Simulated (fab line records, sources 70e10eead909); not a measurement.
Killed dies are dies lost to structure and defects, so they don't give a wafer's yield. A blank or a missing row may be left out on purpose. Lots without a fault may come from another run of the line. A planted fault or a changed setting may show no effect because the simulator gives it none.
A struck lot beside a sound one | flow nand_harc | 14 steps out of a route of 1159
Sound: wafers L602.2, L602.4, L602.5. Struck: wafers L617.3, L617.6. (L617.2 of the same lot was not struck and is left out.) The cause comes at the end.
At each step with rows: each side's tool, then ch and its chambers, then its first start. Under that, the readings that differ: sound wafers | struck wafers | difference of the means | sigmas: that difference in standard deviations of wafers without a fault.
alike: readings whose means differ by less than 2 such deviations, and words and numbers that are the same on both sides. not compared: withheld readings, readings that some wafer has no value for, bounds like >300 that may hide the same value, and numbers for which the record gives no deviation and whose values overlap.
The two part at a step that has a row with sigmas, a row that says differs or no value, or rows on one side only. Numbers that don't overlap but have no deviation are shown without sigmas and don't part them. A reading that every wafer of one side lacks parts them only if that side has two wafers or more.

first, 7 steps without rows for these wafers: NHARC_P_M1_COAT_34 (time 65 s); NHARC_P_M1_COAT_03 (resist thk 90 nm); NHARC_P_M1_SOFTBAKE_04 (time 55 s); NHARC_P_M1_EBR_05; NHARC_P_M1_EXPOSE_06 (exposes mask P M1, target cd 130 nm); NHARC_P_M1_PEB_07 (peb time 65 s); NHARC_P_M1_DEVELOP_08 (develop time 35 s).
NHARC_P_M1_CD_MEAS_09: target cd 130 nm.
  sound on cd_sem-01 ch 0, day 6 11:03; struck on cd_sem-02 ch 0, day 10 04:59
  alike: cd_nm
NHARC_P_M1_OVL_MEAS_10: pitch 260 nm.
  sound on overlay-01, day 6 11:08; struck on overlay-01, day 10 05:05
  alike: overlay_x_nm, overlay_y_nm
NHARC_P_M1_INSPECT_11:
  sound on defect_inspect-01, day 6 11:10; struck on defect_inspect-02, day 10 05:07
  alike: raw_defect_count
NHARC_P_M1_DESCUM_14: chemistry O2, time 3 s.
  sound on rie_diel-10 ch 0,1,3, day 6 11:14; struck on rie_diel-09 ch 0,3, day 10 05:12
  alike: drypump_motor_current_A, oes_product_au, rf_vpp_V, showerhead_plenum_p_Torr, throttle_valve_pct
  not compared: rf_hours_counter_h
NHARC_P_M1_ETCH_35: etches the open film in N2/H2, target depth 40 nm, overetch 12 nm, time 43.94 s.
  sound on rie_diel-10 ch 1,2,3, day 6 11:19; struck on rie_diel-09 ch 0,1, day 10 05:16
  alike: drypump_motor_current_A, h2_flow_sccm, oes_product_au, rf_vpp_V, run_length_s, showerhead_plenum_p_Torr, throttle_valve_pct
  not compared: rf_hours_counter_h
NHARC_P_M1_ETCH_15: etches the open film in C4F8/Ar, target depth 182.5 nm, time 91.2 s.
  sound on rie_diel-10 ch 2,3, day 6 11:25; struck on rie_diel-09 ch 1,3, day 10 05:22
  reading          | sound             | struck      | difference | sigmas
  run_length_s (s) | 113.2 112.4 112.5 | 103.3 102.8 | -9.7       | -20
  alike: oes_product_au, rf_vpp_V
  not compared: rf_hours_counter_h
NHARC_P_M1_CD_MEAS_16:
  sound on cd_sem-03, day 6 11:33; struck on cd_sem-03, day 10 05:29
  alike: cd_nm

WHERE THEY PART
Only at NHARC_P_M1_ETCH_15, within this record. Later steps at which nothing parts them and some readings are alike: NHARC_P_M1_CD_MEAS_16.

WHY: what the simulator had put in
Process parameter drift: rie_diel-09, from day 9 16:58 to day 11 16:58, at NHARC_P_M1_ETCH_15. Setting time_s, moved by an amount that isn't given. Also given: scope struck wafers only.
